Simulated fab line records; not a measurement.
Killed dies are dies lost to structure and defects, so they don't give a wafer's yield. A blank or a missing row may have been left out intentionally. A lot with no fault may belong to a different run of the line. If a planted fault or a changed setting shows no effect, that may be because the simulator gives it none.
Chamber matching + flow nandHarc + NHARC_A_STAIRCASE_DESCUM_186 on rieDiel-07: 4 sister chambers
The step chemistry O2, time 3 s. 8 wafers are shown with their chamber, then 12 later ones without.

== WAFERS PAIRED WITH THEIR CHAMBERS ==
| wafer  | chamber | showerheadPlenumPTorr (Torr) | drypumpMotorCurrentA (A) |
|--------|---------|------------------------------|--------------------------|
| L085.6 | 2       | 2.00                         | 5.8                      |
| L090.2 | 2       | 1.99                         | 5.8                      |
| L088.2 | 1       | 1.79                         | 5.8                      |
| L088.4 | 3       | 1.95                         | 6.3                      |
| L088.5 | 1       | 1.79                         | 5.8                      |
| L093.3 | 0       | 1.83                         | 6.5                      |
| L093.5 | 3       | 1.95                         | 6.4                      |
| L093.6 | 0       | 1.83                         | 6.6                      |

== WAFERS WITHOUT THEIR CHAMBER ==
| wafer  | showerheadPlenumPTorr (Torr) | drypumpMotorCurrentA (A) |
|--------|------------------------------|--------------------------|
| L092.3 | 1.79                         | 5.7                      |
| L092.4 | 1.95                         | 6.4                      |
| L092.6 | 1.79                         | 5.7                      |
| L096.3 | 1.99                         | 5.8                      |
| L096.4 | 1.79                         | 5.7                      |
| L096.5 | 1.99                         | 5.8                      |
| L096.1 | 1.94                         | 6.3                      |
| L096.2 | 1.82                         | 6.5                      |
| L096.6 | 1.94                         | 6.3                      |
| L097.3 | 1.94                         | 6.4                      |
| L097.5 | 1.82                         | 6.5                      |
| L097.6 | 1.79                         | 5.8                      |

== WHICH CHAMBER EACH WENT THROUGH ==
| wafer  | from the rows above | in truth |
|--------|---------------------|----------|
| L092.3 | 1                   | 1        |
| L092.4 | 3                   | 3        |
| L092.6 | 1                   | 1        |
| L096.3 | 2                   | 2        |
| L096.4 | 1                   | 1        |
| L096.5 | 2                   | 2        |
| L096.1 | 3                   | 3        |
| L096.2 | 0                   | 0        |
| L096.6 | 3                   | 3        |
| L097.3 | 3                   | 3        |
| L097.5 | 0                   | 0        |
| L097.6 | 1                   | 1        |
Correctly placed: 12 of 12. Number that these rows cannot place: 0. 0 placed wrongly.
How it was worked out, from the rows above alone: a wafer's distance from a chamber is the root of the sum, over the readings, of the square of ((its reading less the chamber's mean) divided by the reading's scatter). The wafer belongs to the nearest chamber; if the next one is less than 2 further off, it can't be placed. The mean given for a chamber averages the wafers shown for that chamber. The scatter: the root of (the sum of the squares of (reading less its chamber's mean) over the shown wafers, divided by (wafers less chambers)).
